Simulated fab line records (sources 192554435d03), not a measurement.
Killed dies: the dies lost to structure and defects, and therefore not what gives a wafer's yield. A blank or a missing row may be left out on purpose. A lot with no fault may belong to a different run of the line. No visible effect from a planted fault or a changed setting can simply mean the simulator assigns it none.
Which tool was responsible? + flow n5-finfet + Sampling: 9 lots, 27 wafers, 6 of 1938 route steps

== WHAT EACH GAUGE READ, for each wafer ==
N5_SD_EPI_P_CD_MEAS_09: the cd target is 240 nm. Usual: cd-nm 240.1 nm, standard deviation 0.61.
| lot  | measured     | on        | cd-nm (nm)        | flag |
|------|--------------|-----------|-------------------|------|
| L266 | day 3 19:15  | cd-sem-03 | 239.7 239.2 240.2 |      |
| L268 | day 4 04:14  | cd-sem-03 | 240.4 240.4 240.6 |      |
| L269 | day 4 12:44  | cd-sem-01 | 239.7 240.7 239.4 |      |
| L270 | day 4 17:49  | cd-sem-01 | 242.2 240.5 242.1 |      |
| L272 | day 5 08:04  | cd-sem-03 | 242.3 242.5 240.1 |      |
| L273 | day 5 12:47  | cd-sem-03 | 241.1 241.3 240.3 |      |
| L275 | day 6 00:26  | cd-sem-03 | 240.2 239.8 240.5 |      |
| L279 | day 7 03:39  | cd-sem-01 | 241.2 240.6 240.3 |      |
| L286 | day 10 03:59 | cd-sem-02 | 240.6 240.2 239.5 |      |

N5_BEOL_M4_RC_MEAS_101. Usual: DIBL_N 36.5 mV/V, standard deviation 1.2; DIBL_P 36.5 mV/V, standard deviation 1.6; IOFF_N 0.162 nA/um, standard deviation 0.023; IOFF_P 0.221 nA/um, standard deviation 0.03; ION_N 678 uA/um, standard deviation 8; ION_P 466 uA/um, standard deviation 6.3; SS_N 71.6 mV/dec, standard deviation 0.46; SS_P 73.3 mV/dec, standard deviation 0.57; VT_N 249.2 mV, standard deviation 2.6; VT_P -249 mV, standard deviation 3.3.
| lot  | measured     | on        | DIBL_N (mV/V)  | DIBL_P (mV/V)  | IOFF_N (nA/um)    | IOFF_P (nA/um)    | ION_N (uA/um) | ION_P (uA/um) | SS_N (mV/dec)  | SS_P (mV/dec)  | VT_N (mV)         | VT_P (mV)      | flag |
|------|--------------|-----------|----------------|----------------|-------------------|-------------------|---------------|---------------|----------------|----------------|-------------------|----------------|------|
| L266 | day 11 02:35 | prober-02 | 35.9 38.2 34.9 | 36.2 38.8 34.9 | 0.143 0.187 0.126 | 0.197 0.249 0.177 | 676 691 664   | 470 468 458   | 71.2 71.9 71.0 | 73.5 74.2 73.4 | 251.3 247.9 253.5 | -252 -249 -254 |      |
| L268 | day 11 01:40 | prober-02 | 36.6 37.0 36.9 | 38.9 39.9 39.0 | 0.186 0.209 0.191 | 0.239 0.253 0.232 | 683 693 682   | 467 470 470   | 71.1 71.8 71.4 | 74.4 73.7 73.8 | 248.0 244.0 246.5 | -248 -245 -248 |      |
| L269 | day 11 11:25 | prober-02 | 36.1 36.5 35.3 | 37.8 37.9 36.7 | 0.161 0.169 0.151 | 0.257 0.252 0.234 | 681 686 677   | 471 475 470   | 72.2 72.2 72.2 | 74.1 73.7 73.3 | 250.2 248.9 248.3 | -245 -245 -245 |      |
| L270 | day 11 17:19 | prober-01 | 35.5 35.6 34.5 | 36.4 35.9 34.3 | 0.156 0.150 0.128 | 0.206 0.193 0.184 | 684 678 677   | 467 459 465   | 71.7 71.8 71.5 | 72.9 73.1 73.3 | 251.6 252.3 252.6 | -251 -254 -252 |      |
| L272 | day 11 17:20 | prober-02 | 35.8 35.8 35.5 | 36.0 36.5 35.2 | 0.152 0.151 0.148 | 0.205 0.210 0.194 | 680 669 682   | 465 458 464   | 71.8 71.4 71.0 | 73.0 73.1 73.2 | 252.3 249.7 250.3 | -252 -250 -252 |      |
| L273 | day 12 01:18 | prober-02 | 37.9 38.1 38.1 | 37.1 36.4 37.2 | 0.180 0.169 0.179 | 0.229 0.214 0.227 | 680 674 678   | 463 460 468   | 71.7 71.5 72.0 | 73.1 73.1 72.6 | 246.5 248.7 247.2 | -248 -249 -252 |      |
| L275 | day 12 23:46 | prober-02 | 35.7 36.7 36.8 | 35.1 35.9 36.9 | 0.158 0.175 0.188 | 0.179 0.192 0.210 | 681 680 689   | 454 455 463   | 71.3 71.9 72.1 | 73.0 73.6 73.7 | 252.5 246.2 249.9 | -254 -254 -250 |      |
| L279 | day 14 00:28 | prober-02 | 36.4 35.2 35.3 | 36.0 34.9 34.5 | 0.158 0.139 0.131 | 0.192 0.184 0.173 | 674 671 667   | 459 460 463   | 72.3 71.1 71.5 | 73.2 73.0 72.2 | 247.5 249.5 254.4 | -252 -252 -253 |      |
| L286 | day 15 21:52 | prober-02 | 36.5 34.9 34.3 | 36.1 33.7 34.0 | 0.189 0.157 0.154 | 0.268 0.225 0.230 | 692 680 686   | 478 474 477   | 71.5 71.4 71.4 | 73.4 72.5 72.6 | 246.6 248.0 248.0 | -241 -245 -246 |      |

== EACH LOT AND THE TOOL THAT RAN IT (in order: tool; ch and the chambers of the sampled wafers; start) ==
| lot  | N5_SD_EPI_N_ETCHBACK_44            | N5_SD_EPI_N_ETCH_45                | N5_SD_EPI_N_STRIP_38                 | N5_SD_EPI_P_DEVELOP_08            |
|------|------------------------------------|------------------------------------|--------------------------------------|-----------------------------------|
| L266 | rie-diel-04 ch 0,2,3, day 3 15:19  | rie-diel-04 ch 0,2,3, day 3 15:25  | plasma-asher-02 ch 0,1, day 3 15:41  | litho-track-01 ch 0, day 3 19:11  |
| L268 | rie-diel-01 ch 0,2, day 4 00:18    | rie-diel-01 ch 0,2, day 4 00:24    | plasma-asher-01 ch 0,1, day 4 00:40  | litho-track-01 ch 0, day 4 04:10  |
| L269 | rie-diel-01 ch 1,2, day 4 08:33    | rie-diel-01 ch 1,2, day 4 08:39    | plasma-asher-01 ch 0,1, day 4 08:56  | litho-track-01 ch 0, day 4 12:41  |
| L270 | rie-diel-06 ch 1,2,3, day 4 13:37  | rie-diel-06 ch 1,2,3, day 4 13:43  | plasma-asher-02 ch 0,1, day 4 14:01  | litho-track-01 ch 0, day 4 17:45  |
| L272 | rie-diel-01 ch 0,2,3, day 5 04:16  | rie-diel-01 ch 0,2,3, day 5 04:22  | plasma-asher-01 ch 0,1, day 5 04:38  | litho-track-01 ch 0, day 5 08:01  |
| L273 | rie-diel-06 ch 0,1,3, day 5 08:52  | rie-diel-06 ch 0,1,3, day 5 08:58  | plasma-asher-02 ch 0, day 5 09:14    | litho-track-04 ch 0, day 5 12:44  |
| L275 | rie-diel-06 ch 1,2, day 5 20:29    | rie-diel-06 ch 1,2, day 5 20:35    | plasma-asher-01 ch 0,1, day 5 20:51  | litho-track-04 ch 0, day 6 00:23  |
| L279 | rie-diel-01 ch 1,2, day 6 23:45    | rie-diel-01 ch 1,2, day 6 23:51    | plasma-asher-01 ch 0,1, day 7 00:07  | litho-track-04 ch 0, day 7 03:35  |
| L286 | rie-diel-01 ch 0,1,3, day 10 00:01 | rie-diel-01 ch 0,1,3, day 10 00:07 | plasma-asher-02 ch 0,1, day 10 00:24 | litho-track-05 ch 0, day 10 03:56 |
- N5_SD_EPI_N_ETCHBACK_44: etches SiNx in CH3F/O2, stops on SiO2, target depth 14.5 nm.
- N5_SD_EPI_N_ETCH_45: etches SiOCN in CH3F/O2, target depth 6 nm.
- N5_SD_EPI_N_STRIP_38: strips in N2/H2.
- N5_SD_EPI_P_DEVELOP_08: develop time 30 s.

== AS READ BY THE TOOLS THEMSELVES (means over the sampled wafers that have a number; for cases with no such wafer, the mark the record gives instead) ==
N5_SD_EPI_N_ETCHBACK_44. Usual: drypump-motor-current-A 5.8 A, standard deviation 0.4; oes-product-au 0.69 a.u., standard deviation 0.054; rf-vpp-V 298 V, standard deviation 3.7; showerhead-plenum-p-Torr 2.03 Torr, standard deviation 0.056; throttle-valve-pct 16.34 %, standard deviation 0.2.
| lot  | tool        | drypump-motor-current-A (A) | oes-product-au (a.u.) | rf-vpp-V (V) | showerhead-plenum-p-Torr (Torr) | throttle-valve-pct (%) | flag |
|------|-------------|-----------------------------|-----------------------|--------------|---------------------------------|------------------------|------|
| L266 | rie-diel-04 | 6.1                         | 0.64                  | 299          | 2.02                            | 16.48                  |      |
| L268 | rie-diel-01 | 6.0                         | 0.77                  | 298          | 2.01                            | 16.34                  |      |
| L269 | rie-diel-01 | 6.1                         | 0.76                  | 298          | 1.99                            | 16.33                  |      |
| L270 | rie-diel-06 | 5.6                         | 0.69                  | 300          | 2.04                            | 16.24                  |      |
| L272 | rie-diel-01 | 5.8                         | 0.72                  | 300          | 2.03                            | 16.38                  |      |
| L273 | rie-diel-06 | 5.8                         | 0.68                  | 297          | 2.01                            | 16.36                  |      |
| L275 | rie-diel-06 | 5.5                         | 0.71                  | 303          | 2.05                            | 16.27                  |      |
| L279 | rie-diel-01 | 5.9                         | 0.72                  | 296          | 2.00                            | 16.33                  |      |
| L286 | rie-diel-01 | 5.7                         | 0.68                  | 299          | 2.04                            | 16.40                  |      |

N5_SD_EPI_N_ETCH_45. Usual: drypump-motor-current-A 5.8 A, standard deviation 0.4; oes-product-au 0.81 a.u., standard deviation 0.067; rf-vpp-V 127.7 V, standard deviation 0.99; showerhead-plenum-p-Torr 2.03 Torr, standard deviation 0.056; throttle-valve-pct 23.33 %, standard deviation 0.22.
| lot  | tool        | drypump-motor-current-A (A) | oes-product-au (a.u.) | rf-vpp-V (V) | showerhead-plenum-p-Torr (Torr) | throttle-valve-pct (%) | flag |
|------|-------------|-----------------------------|-----------------------|--------------|---------------------------------|------------------------|------|
| L266 | rie-diel-04 | 6.1                         | 0.75                  | 128.3        | 2.01                            | 23.38                  |      |
| L268 | rie-diel-01 | 6.1                         | 0.90                  | 127.1        | 2.01                            | 23.41                  |      |
| L269 | rie-diel-01 | 6.1                         | 0.89                  | 127.7        | 1.98                            | 23.39                  |      |
| L270 | rie-diel-06 | 5.6                         | 0.81                  | 128.2        | 2.04                            | 23.23                  |      |
| L272 | rie-diel-01 | 5.9                         | 0.87                  | 126.3        | 2.03                            | 23.42                  |      |
| L273 | rie-diel-06 | 5.9                         | 0.80                  | 127.6        | 2.00                            | 23.36                  |      |
| L275 | rie-diel-06 | 5.5                         | 0.83                  | 127.8        | 2.04                            | 23.26                  |      |
| L279 | rie-diel-01 | 5.9                         | 0.85                  | 127.6        | 2.00                            | 23.35                  |      |
| L286 | rie-diel-01 | 5.7                         | 0.80                  | 128.1        | 2.04                            | 23.40                  |      |

N5_SD_EPI_N_STRIP_38. Usual: drypump-motor-current-A 5.93 A, standard deviation 0.18; h2-flow-sccm 3249 sccm, standard deviation 10; heater-power-w 346 W, standard deviation 37; oes-product-au 0.763 a.u., standard deviation 0.012; temp-c 250.00 C, standard deviation 0.22.
| lot  | tool            | drypump-motor-current-A (A) | h2-flow-sccm (sccm) | heater-power-w (W) | oes-product-au (a.u.) | temp-c (C) | flag |
|------|-----------------|-----------------------------|---------------------|--------------------|-----------------------|------------|------|
| L266 | plasma-asher-02 | 5.79                        | 3252                | 381                | 0.769                 | 250.03     |      |
| L268 | plasma-asher-01 | 6.12                        | 3249                | 316                | 0.773                 | 249.80     |      |
| L269 | plasma-asher-01 | 5.98                        | 3234                | 314                | 0.767                 | 250.21     |      |
| L270 | plasma-asher-02 | 5.85                        | 3248                | 361                | 0.759                 | 250.17     |      |
| L272 | plasma-asher-01 | 5.97                        | 3244                | 310                | 0.762                 | 249.88     |      |
| L273 | plasma-asher-02 | 5.93                        | 3258                | 331                | 0.762                 | 250.01     |      |
| L275 | plasma-asher-01 | 5.97                        | 3261                | 315                | 0.764                 | 250.18     |      |
| L279 | plasma-asher-01 | 6.10                        | 3256                | 317                | 0.765                 | 249.80     |      |
| L286 | plasma-asher-02 | 5.87                        | 3241                | 358                | 0.758                 | 250.22     |      |

N5_SD_EPI_P_DEVELOP_08. Usual: exhaust-pa 45.2 Pa, standard deviation 0.91.
| lot  | tool           | exhaust-pa (Pa) | flag |
|------|----------------|-----------------|------|
| L266 | litho-track-01 | 44.5            |      |
| L268 | litho-track-01 | 46.1            |      |
| L269 | litho-track-01 | 45.3            |      |
| L270 | litho-track-01 | 45.5            |      |
| L272 | litho-track-01 | 44.9            |      |
| L273 | litho-track-04 | 47.2            |      |
| L275 | litho-track-04 | 45.4            |      |
| L279 | litho-track-04 | 44.6            |      |
| L286 | litho-track-05 | 44.5            |      |

== THE ANSWER, worked out from the rows above alone ==
Rule: take the mean of a lot's wafers that have a number; if it is more than 3 standard deviations from the usual mean, the lot is off. Also off: a lot with no number at a reading for which 4 or more lots have one. Any other lot the step has rows for is counted as sound. After the gauges, taken in route order, come the tools' own readings; for these a lot's mean is taken, as printed above. The first step at which some lot is off is used, and at that step the reading that is off furthest; a lot without a number counts as furthest.
None of the lots is off at any reading shown; this tells nothing.

== WHAT THE SIMULATOR HAD INSERTED ==
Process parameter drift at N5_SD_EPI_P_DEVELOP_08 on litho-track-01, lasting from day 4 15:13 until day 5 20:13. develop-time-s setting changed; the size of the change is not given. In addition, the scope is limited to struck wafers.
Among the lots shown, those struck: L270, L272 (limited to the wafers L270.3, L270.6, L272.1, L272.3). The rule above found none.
